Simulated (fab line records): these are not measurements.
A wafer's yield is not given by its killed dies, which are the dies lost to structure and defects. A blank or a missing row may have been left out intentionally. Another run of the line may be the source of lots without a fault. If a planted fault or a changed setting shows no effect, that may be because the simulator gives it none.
fab line records	flow nand_harc
record lots=6	wafers=18	last_day=33
route steps=1302 shown A_CHANNEL_HOLE_D1@482 A_CHANNEL_FILL_D1@490 END@1302
lots that met no fault: from a run of the same line without faults
start_h: hours from the record's opening day to when the first of the lot's shown wafers began	wait_h: hours from the lot's prior step to this one	" identical to the entry in the row above	L1.1+2: a row that stands for several wafers	- either no value or no given start	* or withheld: withheld	< > ~ a bound
route shown NAME@n: a module of which the file shows steps, and the number in the route of the first	usual: mean and standard deviation over wafers with no fault	same: alike in all rows	chamber/n: place in a boat	sites: the reading at each site	_std_site: standard deviation across them	_edge_site: inner sites' mean taken away from outer sites' mean	radius_mm: for every site, how far away it sits from the centre of the wafer	mask NAME#n: copy n	behind: the last tool/chamber to shape the wafer	hold: why the lot went on hold/how many hours it stayed there/how the hold came to an end	device: the transistor (n, p or np) that didn't switch	end of line: the route-end tests of the same wafers	a step without rows: its recipe alone	killed: at the first sort, the dies lost to defects and structure; wafer yield is something else	map: a wafer's dies, x killed, . not, _ none there
set.NAME: the setting that was run; set.NAME@STEP: the one run at that earlier step	model.NAME: the simulator's own value behind a step, which no gauge read
certain route steps with their lots: each step a table, each wafer a row
services: the hour from which a tool's chamber was out of use, counted from the record's first day as start_h (under 0 if before that day), plus the number of hours and why
## steps
# step NHARC_A_CHANNEL_HOLE_D1_STRIP_43
# recipe o2_flow_sccm=400	cos_flow_sccm=20	ar_flow_sccm=0	bias_w=0	chemistry=O2/COS
# step NHARC_A_CHANNEL_HOLE_D1_ETCH_44
# recipe target_depth_a=1400	overetch_a=140	time_s=77	ion_energy_ev=100	cf4_flow_sccm=80	o2_flow_sccm=20	ar_flow_sccm=0	rf_w=300	bias_w=100	chemistry=CF4/O2
# usual drypump_motor_current_A=5.8/0.43	oes_product_au=0.999/0.012	rf_fwd_power_W=297.8/0.95	rf_vpp_V=197.4/1.6	showerhead_plenum_p_Torr=1.31/0.068	throttle_valve_pct=13.397/0.009
lot.wafer	tool	chamber	start_h	wait_h	drypump_motor_current_A	oes_product_au	rf_fwd_power_W	rf_hours_counter_h	rf_vpp_V	showerhead_plenum_p_Torr	throttle_valve_pct
L834.4	rie_diel-06	2	178.43	0.1	5.8	0.993	297.5	4	198.4	1.39	13.399
L834.1	"	1	"	"	5.9	0.994	299.9	4	195.9	1.27	13.399
L834.5	"	2	"	"	5.8	0.997	297.3	-	198.4	1.39	13.378
L836.3	rie_diel-06	0	207.30	0.1	6.4	0.997	299.1	5	196.9	1.26	13.393
L836.4	"	1	"	"	5.9	0.987	297.8	7	195.9	1.27	13.406
L836.2	"	2	"	"	5.8	1.003	296.9	8	199.2	1.39	13.417
L846.1	rie_diel-06	2	304.50	0.1	5.8	1.009	297.6	17	198.3	1.39	13.381
L846.3	"	3	"	"	6.0	1.008	297.9	16	196.6	1.25	13.408
L846.2	"	0	"	"	6.4	0.993	298.3	14	195.8	1.26	13.399
L848.3	rie_diel-06	2	330.74	0.1	5.8	1.001	296.8	1	198.1	1.39	13.417
L848.2	"	3	"	"	6.0	1.020	298.5	1	194.4	1.25	13.397
L848.5	"	2	"	"	5.8	1.004	297.0	-	198.4	1.39	13.394
L850.3	rie_diel-02	0	351.79	0.1	6.3	0.996	297.8	39	197.8	1.39	13.402
L850.2	"	2	"	"	5.3	1.003	296.9	46	197.4	1.32	13.398
L850.6	"	1	"	"	5.7	1.001	298.0	-	195.7	1.23	13.385
L855.4	rie_diel-06	0	406.11	0.1	6.4	1.011	298.1	6	197.1	1.26	13.405
L855.3	"	1	"	"	5.9	1.004	296.6	7	196.3	1.27	13.388
L855.1	"	2	"	"	5.7	1.016	297.6	7	199.4	1.39	13.409
# step NHARC_A_CHANNEL_HOLE_D1_STRIP_27
# recipe o2_flow_sccm=500	ar_flow_sccm=0	bias_w=0	chemistry=O2
# usual drypump_motor_current_A=5.8/0.44	oes_product_au=1.000/0.01	rf_vpp_V=57.6/0.89	showerhead_plenum_p_Torr=3.47/0.17	throttle_valve_pct=17.036/0.0099
lot.wafer	tool	chamber	start_h	wait_h	drypump_motor_current_A	oes_product_au	rf_hours_counter_h	rf_vpp_V	showerhead_plenum_p_Torr	throttle_valve_pct
L834.4	rie_diel-06	2	-	-	5.8	0.995	4	57.6	3.67	17.028
L834.1	"	1	"	"	5.9	0.997	4	58.2	3.37	17.039
L834.5	"	3	"	"	6.1	1.000	-	56.0	3.31	17.068
L836.4	rie_diel-06	3	-	-	6.1	1.000	7	58.0	3.31	17.023
L836.2	"	1	"	"	5.9	0.986	7	57.3	3.37	17.039
L836.3	"	2	"	"	5.8	1.012	8	57.7	3.67	17.042
L846.3	rie_diel-06	2	-	-	5.8	1.006	18	59.1	3.67	17.038
L846.1	"	3	"	"	6.1	1.014	16	58.5	3.31	17.027
L846.2	"	0	"	"	6.4	1.006	14	57.8	3.33	17.039
L848.3	rie_diel-06	1	-	-	5.9	1.005	1	58.5	3.37	17.041
L848.2	"	2	"	"	5.8	1.000	1	57.6	3.67	17.032
L848.5	"	2	"	"	5.8	1.004	-	59.2	3.67	17.036
L850.3	rie_diel-02	1	-	-	5.7	0.994	45	56.4	3.27	17.040
L850.2	"	2	"	"	5.3	1.002	46	59.0	3.48	17.040
L850.6	"	1	"	"	5.7	0.993	-	56.8	3.27	17.044
L855.4	rie_diel-06	3	-	-	6.1	1.014	6	58.1	3.30	17.048
L855.3	"	0	"	"	6.4	1.018	6	57.8	3.33	17.050
L855.1	"	2	"	"	5.8	1.012	7	57.4	3.66	17.051
# step NHARC_A_CHANNEL_HOLE_D1_PRECLEAN_28
# recipe time_s=*	temp_c=50	bath_age_min=0	chemistry=SC1
# step NHARC_A_CHANNEL_HOLE_D1_SRD_29
# step NHARC_A_CHANNEL_HOLE_D1_CD_MEAS_30
# usual cd_nm=89.7/1.8
lot.wafer	tool	chamber	start_h	wait_h	cd_nm
L834.1	cd_sem-03	-	179.22	-	87.1
L834.4	"	-	"	"	86.6
L834.5	"	-	"	"	88.6
L836.2	cd_sem-02	-	208.09	-	89.5
L836.3	"	-	"	"	87.8
L836.4	"	-	"	"	87.6
L846.1	cd_sem-03	-	305.29	-	89.4
L846.2	"	-	"	"	88.9
L846.3	"	-	"	"	92.8
L848.2	cd_sem-03	-	331.54	-	91.0
L848.3	"	-	"	"	90.8
L848.5	"	-	"	"	92.4
L850.2	cd_sem-03	-	352.59	-	90.3
L850.3	"	-	"	"	91.3
L850.6	"	-	"	"	91.1
L855.1	cd_sem-02	-	406.90	-	91.5
L855.3	"	-	"	"	91.4
L855.4	"	-	"	"	89.7
# step NHARC_A_CHANNEL_HOLE_D1_XSEM_31
# recipe landing_energy_ev=35000
# usual bot_cd_nm=74.3/1.9	bow_nm=8.61/0.24	tilt_deg=0.07/0.044
lot.wafer	tool	chamber	start_h	wait_h	bot_cd_nm	bow_nm	tilt_deg
L834.1	xsem-02	0	179.31	0.1	71.2	8.96	-0.03
L834.4	"	0	"	"	70.4	9.00	-0.03
L834.5	"	0	"	"	72.5	8.86	-0.03
L836.2	xsem-01	0	208.18	0.1	74.1	8.22	0.08
L836.3	"	0	"	"	71.5	8.13	0.08
L836.4	"	0	"	"	71.7	8.20	0.08
L846.1	xsem-02	0	305.38	0.1	74.5	8.59	0.12
L846.2	"	0	"	"	74.0	8.56	0.12
L846.3	"	0	"	"	77.3	8.65	0.12
L848.2	xsem-01	0	331.63	0.1	73.7	8.70	0.12
L848.3	"	0	"	"	73.4	8.77	0.12
L848.5	"	0	"	"	75.9	8.71	0.12
L850.2	xsem-02	0	352.68	0.1	74.3	8.54	0.02
L850.3	"	0	"	"	74.6	8.58	0.02
L850.6	"	0	"	"	75.2	8.68	0.02
L855.1	xsem-01	0	406.98	0.1	75.5	9.03	0.07
L855.3	"	0	"	"	74.7	9.05	0.07
L855.4	"	0	"	"	73.3	9.01	0.07
# step NHARC_A_CHANNEL_HOLE_D1_INSPECT_40
# usual raw_defect_count=71/26
lot.wafer	tool	chamber	start_h	wait_h	raw_defect_count
L834.1	defect_inspect-02	-	179.41	-	83
L834.4	"	-	"	"	100
L834.5	"	-	"	"	97
L836.2	defect_inspect-01	-	208.27	-	44
L836.3	"	-	"	"	52
L836.4	"	-	"	"	51
L846.1	defect_inspect-01	-	305.48	-	33
L846.2	"	-	"	"	73
L846.3	"	-	"	"	44
L848.2	defect_inspect-02	-	331.72	-	104
L848.3	"	-	"	"	119
L848.5	"	-	"	"	105
L850.2	defect_inspect-01	-	352.77	-	63
L850.3	"	-	"	"	49
L850.6	"	-	"	"	57
L855.1	defect_inspect-01	-	407.08	-	57
L855.3	"	-	"	"	88
L855.4	"	-	"	"	72
# step NHARC_A_CHANNEL_FILL_D1_PRECLEAN_00
# recipe time_s=*	temp_c=50	bath_age_min=0	chemistry=SC1
# step NHARC_A_CHANNEL_FILL_D1_SRD_01
# step NHARC_A_CHANNEL_FILL_D1_ALD_02
# recipe target_thk_a=60	pulse_time_s=10	ald_cycles=60	temp_c=300	material=SiO2
# step NHARC_A_CHANNEL_FILL_D1_ALD_03
# recipe target_thk_a=60	pulse_time_s=60	ald_cycles=58	temp_c=630	pressure_torr=2	material=SiNx
# usual ald_cycles=58/0	precursor_pulse_height_rel=1.004/0.02
lot.wafer	tool	chamber	start_h	wait_h	ald_cycles	precursor_pulse_height_rel
L834.1	ald_sin_batch-01	0	-	-	58	1.013
L834.4	"	0	"	"	58	1.027
L834.5	"	0	"	"	58	1.015
L836.2	ald_sin_batch-01	0	-	-	58	0.998
L836.3	"	0	"	"	58	0.984
L836.4	"	0	"	"	58	1.017
L846.1	ald_sin_batch-02	0	-	-	58	0.973
L846.2	"	0	"	"	58	0.990
L846.3	"	0	"	"	58	1.003
L848.2	ald_sin_batch-03	0	-	-	58	0.981
L848.3	"	0	"	"	58	0.992
L848.5	"	0	"	"	58	0.980
L850.2	ald_sin_batch-02	0	-	-	58	1.020
L850.3	"	0	"	"	58	0.984
L850.6	"	0	"	"	58	0.981
L855.1	ald_sin_batch-02	0	-	-	58	1.008
L855.3	"	0	"	"	58	0.994
L855.4	"	0	"	"	58	0.998
# step NHARC_A_CHANNEL_FILL_D1_ALD_14
# recipe target_thk_a=25	pulse_time_s=10	ald_cycles=25	temp_c=300	material=SiO2
# usual ald_cycles=25/0	heater_power_w=488/60	precursor_pulse_height_rel=0.998/0.019
lot.wafer	tool	chamber	start_h	wait_h	ald_cycles	heater_power_w	precursor_pulse_height_rel
L834.1	ald_hk-01	0	186.63	0.0	25	419	0.971
L834.4	"	2	"	"	25	602	1.010
L834.5	"	1	"	"	25	473	1.019
L836.2	ald_hk-02	0	215.45	0.0	25	401	1.021
L836.3	"	1	"	"	25	461	1.004
L836.4	"	3	"	"	25	535	1.001
L846.2	ald_hk-02	0	312.68	0.1	28	419	0.985
L846.1	"	1	"	"	28	457	1.005
L846.3	"	2	"	"	28	559	1.002
L848.3	ald_hk-02	2	339.02	0.1	28	577	0.982
L848.2	"	3	"	"	28	532	1.035
L848.5	"	1	"	"	28	469	1.012
L850.3	ald_hk-03	1	359.94	0.1	25	437	1.012
L850.2	"	2	"	"	25	418	1.012
L850.6	"	0	"	"	25	521	1.003
L855.4	ald_hk-03	3	414.26	0.0	25	582	0.996
L855.1	"	1	"	"	25	445	0.997
L855.3	"	2	"	"	25	386	1.013
# step NHARC_A_CHANNEL_FILL_D1_ALD_15
# recipe target_thk_a=20	pulse_time_s=60	ald_cycles=19	temp_c=630	pressure_torr=2	material=SiNx
# usual ald_cycles=19/0	precursor_pulse_height_rel=0.997/0.02
lot.wafer	tool	chamber	start_h	wait_h	ald_cycles	precursor_pulse_height_rel
L834.1	ald_sin_batch-01	0	-	-	19	0.988
L834.4	"	0	"	"	19	0.993
L834.5	"	0	"	"	19	1.024
L836.2	ald_sin_batch-03	0	218.79	3.3	19	0.989
L836.3	"	0	"	"	19	0.982
L836.4	"	0	"	"	19	1.002
L846.1	ald_sin_batch-01	0	-	-	19	1.029
L846.2	"	0	"	"	19	0.991
L846.3	"	0	"	"	19	0.958
L848.2	ald_sin_batch-01	0	-	-	19	0.969
L848.3	"	0	"	"	19	0.959
L848.5	"	0	"	"	19	0.961
L850.2	ald_sin_batch-02	0	-	-	19	1.022
L850.3	"	0	"	"	19	1.031
L850.6	"	0	"	"	19	1.032
L855.1	ald_sin_batch-01	0	-	-	19	1.011
L855.3	"	0	"	"	19	1.011
L855.4	"	0	"	"	19	1.009
# step NHARC_END_SORT_01
# recipe temp_c=25
# usual killed_at_array=46/15	killed_at_other=1.0/1.3	killed_at_periphery=4/3	killed_dies=51/15	killed_open=3.2/1.8	killed_short=2.5/1.5
# same gross_dies=677
lot.wafer	tool	chamber	start_h	wait_h	killed_at_array	killed_at_other	killed_at_periphery	killed_dies	killed_open	killed_short
L836.2	prober-01	0	617.31	2.8	44	0	7	51	2	4
L836.3	prober-01	0	618.11	3.1	41	0	8	49	2	1
L836.4	prober-01	0	618.91	3.4	67	0	1	68	1	3
L846.1	prober-01	0	670.15	2.5	42	0	1	43	1	2
L846.2	prober-01	0	670.95	2.8	40	0	4	44	6	2
L846.3	prober-01	0	671.76	3.1	37	1	10	48	3	3
L850.2	prober-02	0	719.61	2.8	33	2	2	37	2	4
L850.3	prober-02	0	720.41	3.1	26	0	10	36	5	4
L850.6	prober-02	0	722.80	4.0	35	0	10	45	3	5
# killed by level:class
L836.2 A_CHANNEL_HOLE_D2:chamber_film_flake=16 A_SLIT:chamber_film_flake=14 A_STAIRCASE:chamber_film_flake=4 A_CONTACT:chamber_film_flake=4 P_M1:chamber_film_flake=3 P_GATE:chamber_film_flake=3 P_M1:geometric_particle:short=1 A_DECK1_JOINT:geometric_particle:short=1
L836.3 A_SLIT:chamber_film_flake=18 A_CHANNEL_HOLE_D2:chamber_film_flake=12 A_CONTACT:chamber_film_flake=5 P_GATE:chamber_film_flake=4 A_CHANNEL_HOLE_D1:chamber_film_flake=3 P_M1:chamber_film_flake=2 A_STAIRCASE:chamber_film_flake=2 P_CONTACT:geometric_particle:open=1
L836.4 A_CHANNEL_HOLE_D2:chamber_film_flake=35 A_SLIT:chamber_film_flake=21 A_CONTACT:chamber_film_flake=7 A_ONON_D1:geometric_particle:short=1 A_CHANNEL_FILL_D1:geometric_particle:short=1 A_DECK1_JOINT:geometric_particle:short=1 A_BLC:geometric_particle:open=1 P_GATE:chamber_film_flake=1
L846.1 A_CHANNEL_HOLE_D2:chamber_film_flake=15 A_CHANNEL_FILL_D2:chamber_film_flake=6 A_CHANNEL_HOLE_D1:chamber_film_flake=5 A_CONTACT:chamber_film_flake=5 A_STAIRCASE:chamber_film_flake=3 A_SLIT:chamber_film_flake=3 A_WL_FILL:chamber_film_flake=2 A_ONON_D1:geometric_particle:short=1
L846.2 A_CHANNEL_HOLE_D2:chamber_film_flake=13 A_CHANNEL_HOLE_D1:chamber_film_flake=9 A_CONTACT:chamber_film_flake=7 A_CHANNEL_FILL_D2:geometric_particle:open=3 A_STAIRCASE:chamber_film_flake=2 P_CONTACT:geometric_particle:open=1 P_M0:geometric_particle:open=1 A_ONON_D1:geometric_particle:short=1
L846.3 A_CHANNEL_HOLE_D2:chamber_film_flake=10 A_CHANNEL_FILL_D2:chamber_film_flake=6 A_CHANNEL_HOLE_D1:chamber_film_flake=5 A_CONTACT:chamber_film_flake=5 P_GATE:chamber_film_flake=4 A_STAIRCASE:chamber_film_flake=3 A_WL_FILL:geometric_particle:short=2 P_BONDPAD:chamber_film_flake=2
L850.2 A_CHANNEL_HOLE_D1:chamber_film_flake=11 A_CONTACT:chamber_film_flake=7 A_WL_FILL:chamber_film_flake=5 A_SLIT:chamber_film_flake=2 A_BLC:chamber_film_flake=2 P_GATE:geometric_particle:short=1 A_ONON_D1:geometric_particle:short=1 A_CHANNEL_FILL_D1:geometric_particle:open=1
L850.3 A_CHANNEL_HOLE_D1:chamber_film_flake=9 A_CONTACT:chamber_film_flake=6 P_STI:chamber_film_flake=3 A_WL_FILL:chamber_film_flake=2 P_GATE:geometric_particle:open=1 P_M0:geometric_particle:open=1 P_M1:geometric_particle:open=1 A_CHANNEL_FILL_D1:geometric_particle:short=1
L850.6 A_CHANNEL_HOLE_D1:chamber_film_flake=8 A_WL_FILL:chamber_film_flake=6 A_CONTACT:chamber_film_flake=6 P_M2:chamber_film_flake=4 A_SLIT:chamber_film_flake=3 A_SGD_CUT:geometric_particle:short=2 P_CONTACT:chamber_film_flake=2 A_STAIRCASE:chamber_film_flake=2
## services
tool	chamber	start_h	hours	kind
rie_diel-06	0	163.73	-	clean
rie_diel-06	1	163.73	-	clean
rie_diel-06	2	163.73	-	clean
rie_diel-06	3	163.73	-	clean
rie_diel-06	0	167.20	8.6	repair
ald_hk-02	-	172.13	10.0	pm
rie_diel-02	1	178.38	5.0	repair
rie_diel-06	0	188.23	-	clean
rie_diel-06	1	188.23	-	clean
rie_diel-06	2	188.23	-	clean
ald_hk-02	-	208.40	1.2	repair
ald_hk-03	-	217.11	10.0	pm
rie_diel-02	-	217.62	9.0	pm
rie_diel-02	-	254.62	0.6	repair
ald_sin_batch-02	-	266.58	26.0	pm
ald_hk-01	-	299.25	10.0	pm
rie_diel-06	-	307.23	9.0	pm
rie_diel-02	0	319.48	10.2	repair
ald_hk-02	-	334.01	0.8	repair
ald_hk-02	-	350.13	10.0	pm
xsem-01	-	374.00	14.0	pm
rie_diel-02	2	377.30	7.1	repair
ald_hk-01	-	389.91	1.8	repair
rie_diel-02	-	394.62	9.0	pm
## key
first_sign step=NHARC_A_CHANNEL_FILL_D1_ALD_14	reading=ald_cycles	direction=up	sigmas=99+	usual=25	struck=28
effect none on later readings
met_at NHARC_A_CHANNEL_FILL_D1_ALD_14
struck_wafers L846.1,L846.2,L846.3,L848.2,L848.3,L848.5
tester_left_out L846,L848
onset_between 215.45 312.68
fault kind=process_parameter_drift	tool=ald_hk-02	chamber=-	onset_h=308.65	steps=NHARC_A_CHANNEL_FILL_D1_ALD_14	channel=ald_cycles	offset=3	shape=step	end_h=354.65	acts_in=these_recipes_only	stated=25
# tester_left_out: of these lots the tester's yield and bins aren't shown, on N5 and GAA mostly nor the transistor test; their killed dies are dies lost to structure and defects alone, not to doping, threshold or leakage, so they don't give the yield
